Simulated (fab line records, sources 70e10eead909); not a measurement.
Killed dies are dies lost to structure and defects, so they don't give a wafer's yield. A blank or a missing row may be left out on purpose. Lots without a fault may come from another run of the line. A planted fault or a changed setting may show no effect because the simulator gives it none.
Chamber matching | flow nand_harc | NHARC_A_CONTACT_ETCH_49 on rie_diel-08: 4 sister chambers
The step etches the open film in N2/H2, target depth 260 nm, time 475.3 s. 14 wafers are shown with their chamber, then 7 later ones without.

WAFERS WITH THEIR CHAMBER
wafer  | chamber | rf_vpp_V (V) | oes_product_au (a.u.) | throttle_valve_pct (%)
L294.2 | 2       | 427.3        | 1.014                 | 14.159
L294.3 | 3       | 430.9        | 0.998                 | 14.196
L294.6 | 0       | 429.6        | 0.998                 | 14.166
L296.1 | 0       | 428.6        | 0.995                 | 14.171
L296.3 | 3       | 432.8        | 0.996                 | 14.172
L296.6 | 2       | 426.3        | 1.006                 | 14.170
L293.3 | 0       | 428.5        | 0.986                 | 14.162
L293.5 | 3       | 431.8        | 0.986                 | 14.176
L293.6 | 2       | 426.5        | 1.005                 | 14.174
L297.3 | 1       | 429.9        | 1.016                 | 14.173
L297.4 | 0       | 427.9        | 1.003                 | 14.176
L297.5 | 0       | 427.0        | 1.009                 | 14.167
L299.1 | 0       | 428.0        | 1.008                 | 14.151
L299.2 | 2       | 426.4        | 1.008                 | 14.154

SIGNATURES (means of the wafers above)
reading            | chamber 0 | chamber 1 | chamber 2 | chamber 3 | scatter within a chamber
rf_vpp_V           | 428.267   | 429.900   | 426.625   | 431.833   | 0.787
oes_product_au     | 0.99983   | 1.01600   | 1.00825   | 0.99333   | 0.00714
throttle_valve_pct | 14.16550  | 14.17300  | 14.16425  | 14.18133  | 0.00978
Rule: a wafer's distance from a chamber is the root of the sum, over the readings, of the square of ((its reading less the chamber's mean) divided by the reading's scatter). The wafer belongs to the nearest chamber; if the next one is less than 2 further off, it can't be placed. The scatter: the root of (the sum of the squares of (reading less its chamber's mean) over the shown wafers, divided by (wafers less chambers)).

WAFERS WITHOUT THEIR CHAMBER
wafer  | rf_vpp_V (V) | oes_product_au (a.u.) | throttle_valve_pct (%)
L299.3 | 430.1        | 1.006                 | 14.174
L300.2 | 426.7        | 0.998                 | 14.176
L300.3 | 430.0        | 0.996                 | 14.168
L300.6 | 427.1        | 1.006                 | 14.162
L316.1 | 431.5        | 0.993                 | 14.164
L316.2 | 429.6        | 0.986                 | 14.171
L316.5 | 426.2        | 1.006                 | 14.163

WHICH CHAMBER EACH WENT THROUGH
wafer  | from the rows above          | in truth
L299.3 | can't be placed: 1 or 0 or 3 | 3
L300.2 | can't be placed: 2 or 0      | 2
L300.3 | can't be placed: 0 or 3 or 1 | 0
L300.6 | can't be placed: 2 or 0      | 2
L316.1 | 3                            | 3
L316.2 | can't be placed: 0 or 3 or 1 | 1
L316.5 | 2                            | 2
Placed correctly: 2 of 7. Can't be placed from these rows: 5 (the true chamber is among the candidates in 5). Placed wrongly: 0.
